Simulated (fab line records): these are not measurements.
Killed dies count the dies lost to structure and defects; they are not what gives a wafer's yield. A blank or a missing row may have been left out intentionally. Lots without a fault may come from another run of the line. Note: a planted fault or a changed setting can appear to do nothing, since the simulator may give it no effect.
Chamber matching || flow nandHarc || pecvd-04 running NHARC_A_STAIRCASE_DEP_325: 3 sister chambers
The step deposits SiO2, target thk 3800 nm. 6 wafers are shown with their chamber, then 12 later ones without.

## WAFERS PAIRED WITH THEIR CHAMBERS
{"wafer": "L081.1", "chamber": 0, "heaterPowerW (W)": 667}
{"wafer": "L086.1", "chamber": 1, "heaterPowerW (W)": 777}
{"wafer": "L086.4", "chamber": 0, "heaterPowerW (W)": 561}
{"wafer": "L091.2", "chamber": 2, "heaterPowerW (W)": 643}
{"wafer": "L091.4", "chamber": 1, "heaterPowerW (W)": 754}
{"wafer": "L091.6", "chamber": 2, "heaterPowerW (W)": 509}

## WAFERS WITHOUT THEIR CHAMBER
{"wafer": "L093.2", "heaterPowerW (W)": 570}
{"wafer": "L093.3", "heaterPowerW (W)": 622}
{"wafer": "L093.4", "heaterPowerW (W)": 774}
{"wafer": "L097.3", "heaterPowerW (W)": 673}
{"wafer": "L097.4", "heaterPowerW (W)": 763}
{"wafer": "L097.6", "heaterPowerW (W)": 507}
{"wafer": "L096.1", "heaterPowerW (W)": 648}
{"wafer": "L096.2", "heaterPowerW (W)": 925}
{"wafer": "L096.6", "heaterPowerW (W)": 783}
{"wafer": "L096.3", "heaterPowerW (W)": 657}
{"wafer": "L096.4", "heaterPowerW (W)": 513}
{"wafer": "L096.5", "heaterPowerW (W)": 545}

## THE CHAMBER EACH PASSED THROUGH
{"wafer": "L093.2", "from the rows above": "can't be placed: 2 or 0", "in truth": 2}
{"wafer": "L093.3", "from the rows above": "can't be placed: 0 or 2 or 1", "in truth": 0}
{"wafer": "L093.4", "from the rows above": 1, "in truth": 1}
{"wafer": "L097.3", "from the rows above": "can't be placed: 0 or 1 or 2", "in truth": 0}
{"wafer": "L097.4", "from the rows above": 1, "in truth": 1}
{"wafer": "L097.6", "from the rows above": "can't be placed: 2 or 0", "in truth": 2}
{"wafer": "L096.1", "from the rows above": "can't be placed: 0 or 2 or 1", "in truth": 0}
{"wafer": "L096.2", "from the rows above": 1, "in truth": 1}
{"wafer": "L096.6", "from the rows above": 1, "in truth": 1}
{"wafer": "L096.3", "from the rows above": "can't be placed: 0 or 2 or 1", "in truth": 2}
{"wafer": "L096.4", "from the rows above": "can't be placed: 2 or 0", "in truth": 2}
{"wafer": "L096.5", "from the rows above": "can't be placed: 2 or 0", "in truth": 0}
Correct placement for 4 of the 12. Not placeable from these rows: 8 (in 8, the candidates include the true chamber). 0 placed wrongly.
How it was worked out, from the rows above alone: a wafer's distance from a chamber is the root of the sum, over the readings, of the square of ((its reading less the chamber's mean) divided by the reading's scatter). If the next closest chamber is less than 2 further off than the closest, the wafer can't be placed; otherwise it belongs to the closest. For every chamber, the mean is computed from those of its wafers that are shown. How the scatter is found: for the shown wafers, subtract from each reading the mean of its chamber, square and add these, divide the total by (wafers less chambers), then take the root.
